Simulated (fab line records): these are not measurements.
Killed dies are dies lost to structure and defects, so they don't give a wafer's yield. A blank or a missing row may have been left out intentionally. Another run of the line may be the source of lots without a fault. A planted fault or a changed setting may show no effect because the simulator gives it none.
Comparing a struck lot with a sound one :: flow n5-finfet :: 35 steps out of a route of 1938
Sound: these wafers, L457.1, L457.2, L457.4. Struck: wafers L468.2, L468.3, L468.6. At the end, the cause is stated.
For every step that has rows: the tool of each side, followed by ch and its chambers, followed by its first start. Under that, the readings that differ: sound wafers :: struck wafers :: difference of the means :: sigmas: that difference in standard deviations of wafers without a fault.
alike: words and numbers the same on both sides, and readings whose means are apart by under 2 such deviations; not compared: readings that were withheld, readings missing a value for some wafer, numbers with overlapping values and no deviation given by the record, and bounds like >300 which may hide the same value.
The two part at a step that has a row with sigmas, a row that says differs or no value, or rows on one side only. When numbers do not overlap yet have no deviation, they are printed without sigmas and do not part them. A reading missing from all wafers of one side parts the sides only when that side holds two or more wafers.

first, 9 steps without rows for these wafers: N5_FIN_SAQP_PRECLEAN_42 (cleans in O3/DIW, time 60 s); N5_FIN_SAQP_PRECLEAN_00 (cleans in SC1, time 60 s); N5_FIN_SAQP_PRECLEAN_44 (cleans in SC2, time 45 s); N5_FIN_SAQP_SRD_01 (time 30 s); N5_FIN_SAQP_ALD_61 (deposits SiO2, target thk 4 nm, pulse time 1 s, purge time 2 s); N5_FIN_SAQP_DENSIFY_62 (time 60 s); N5_FIN_SAQP_HM_DEP_03 (deposits SiNx from SiH4/NH3/N2, target thk 38 nm, time 33.6 s); N5_FIN_SAQP_PECVD_47 (deposits a-Si from SiH4/He, target thk 45 nm, time 36.3 s); N5_FIN_SAQP_PECVD_48 (deposits SiNx from SiH4/NH3/N2, target thk 25 nm, time 22.1 s).
N5_FIN_SAQP_PECVD_06: deposits a-Si from SiH4/He, target thk 60 nm, time 48.1 s.
  sound on pecvd-01 ch 0,1,2, day 2 09:43; struck on pecvd-01 ch 0,2, day 5 03:35
reading: model.a-Si_of_FIN_SAQP_PECVD_06.thk-nm (nm)
sound: 59.54 58.7 61.17
struck: 35.23 34.6 34.95
difference: -24.88
sigmas: 
  alike: heater-power-w, showerhead-plenum-p-Torr, throttle-valve-pct
N5_FIN_SAQP_THK_MEAS_07:
  sound on film-metro-02, day 2 09:49; struck on film-metro-01, day 5 03:41
reading: thk-nm (nm)
sound: 59.6 58.7 61.2
struck: 35.3 34.6 35.0
difference: -24.9
sigmas: -32
then, 15 steps without rows for these wafers: N5_FIN_SAQP_HM_DEP_72 (deposits SiO2 from SiH4/N2O, target thk 12 nm, time 7.2 s); N5_FIN_SAQP_COAT_49 (time 60 s, resist thk 100 nm); N5_FIN_SAQP_COAT_50 (time 60 s, resist thk 35 nm); N5_FIN_SAQP_COAT_10 (resist thk 90 nm); N5_FIN_SAQP_EBR_12; N5_FIN_SAQP_SOFTBAKE_11 (time 60 s); N5_FIN_SAQP_EXPOSE_13 (exposes mask FIN CORE, target cd 35.6 nm); N5_FIN_SAQP_PEB_14 (peb time 60 s); N5_FIN_SAQP_DEVELOP_15 (develop time 30 s); N5_FIN_SAQP_DESCUM_21 (chemistry O2, time 7.9 s); N5_FIN_SAQP_ETCH_51 (etches SiARC in CF4, target depth 45.5 nm, time 75.8 s); N5_FIN_SAQP_ETCH_52 (etches SOC in N2/H2, target depth 100 nm, overetch 20 nm, time 150 s); N5_FIN_SAQP_STRIP_53 (strips in N2/H2); N5_FIN_SAQP_HM_OPEN_73 (chemistry CHF3/O2, target SiO2, stops on a-Si, target depth 12 nm, time 16.8 s); N5_FIN_SAQP_STRIP_74 (strips in CHF3/O2).
N5_FIN_SAQP_MANDREL_ETCH_22: etches a-Si in HBr/Cl2, stops on SiNx, target depth 60 nm, bt time 10 s, time 30 s.
  sound on rie-si-06 ch 1,2,3, day 2 10:41; struck on rie-si-06 ch 1,3, day 5 04:37
reading: oes-product-au (a.u.)
sound: 0.779 0.769 0.768
struck: 0.578 0.579 0.574
difference: -0.195
sigmas: -13

reading: model.etch.depth-nm (nm)
sound: 59.54 58.7 61.17
struck: 35.23 34.57 34.95
difference: -24.89
sigmas: 
  alike: drypump-motor-current-A, throttle-valve-pct
  not compared: rf-hours-counter-h
then, 5 steps without rows for these wafers: N5_FIN_SAQP_STRIP_55 (strips in N2/H2); N5_FIN_SAQP_STRIP_23 (strips in SPM, time 750 s); N5_FIN_SAQP_SRD_66 (time 30 s); N5_FIN_SAQP_RECESS_75 (chemistry HF/NH3, target SiO2, target depth 14.4 nm, afs cycles 3, sublimation time 60 s); N5_FIN_SAQP_SPACER1_ALD_24 (deposits SiO2, target thk 20.3 nm, pulse time 1 s, purge time 2 s).
N5_FIN_SAQP_SPACER1_ETCHBACK_25: etches SiO2 in CHF3/O2, target depth 24.4 nm, time 12.2 s.
  sound on rie-diel-01 ch 0,1,2, day 2 12:13; struck on rie-diel-02 ch 0,2,3, day 5 06:14
reading: model.a-Si_of_FIN_SAQP_PECVD_06.thk-nm (nm)
sound: 58.6 57.8 60.2
struck: 34.4 33.6 34
difference: -24.9
sigmas: 
  alike: drypump-motor-current-A, mfc-ar-sccm, oes_f_703_au, oes-product-au, rf-vpp-V, showerhead-plenum-p-Torr, throttle-valve-pct
  not compared: rf-hours-counter-h
then, 1 step without rows for these wafers: N5_FIN_SAQP_MANDREL1_REMOVE_56 (chemistry HBr/Cl2/O2, target a-Si, stops on SiNx, bt time 10 s).
-- the record jumps here: 6 days lie between the struck wafers' starts before and after (it left off in module FIN_SAQP and takes up again in module BEOL_M4, whose first step shown is number 1111 of the route) --
N5_BEOL_M4_RC_MEAS_101:
  sound on prober-02 ch 0, day 8 20:29; struck on prober-01 ch 0, day 11 09:58
  alike: DIBL_N, DIBL_P, IOFF_N, IOFF_P, ION_N, ION_P, SS_N, SS_P, VT_N, VT_P

WHERE THEY PART
At N5_FIN_SAQP_THK_MEAS_07 first; at N5_FIN_SAQP_MANDREL_ETCH_22 last (within this record only). Later steps at which nothing parts them and some readings are alike: N5_FIN_SAQP_SPACER1_ETCHBACK_25, N5_BEOL_M4_RC_MEAS_101.

WHY: whatever the simulator had introduced
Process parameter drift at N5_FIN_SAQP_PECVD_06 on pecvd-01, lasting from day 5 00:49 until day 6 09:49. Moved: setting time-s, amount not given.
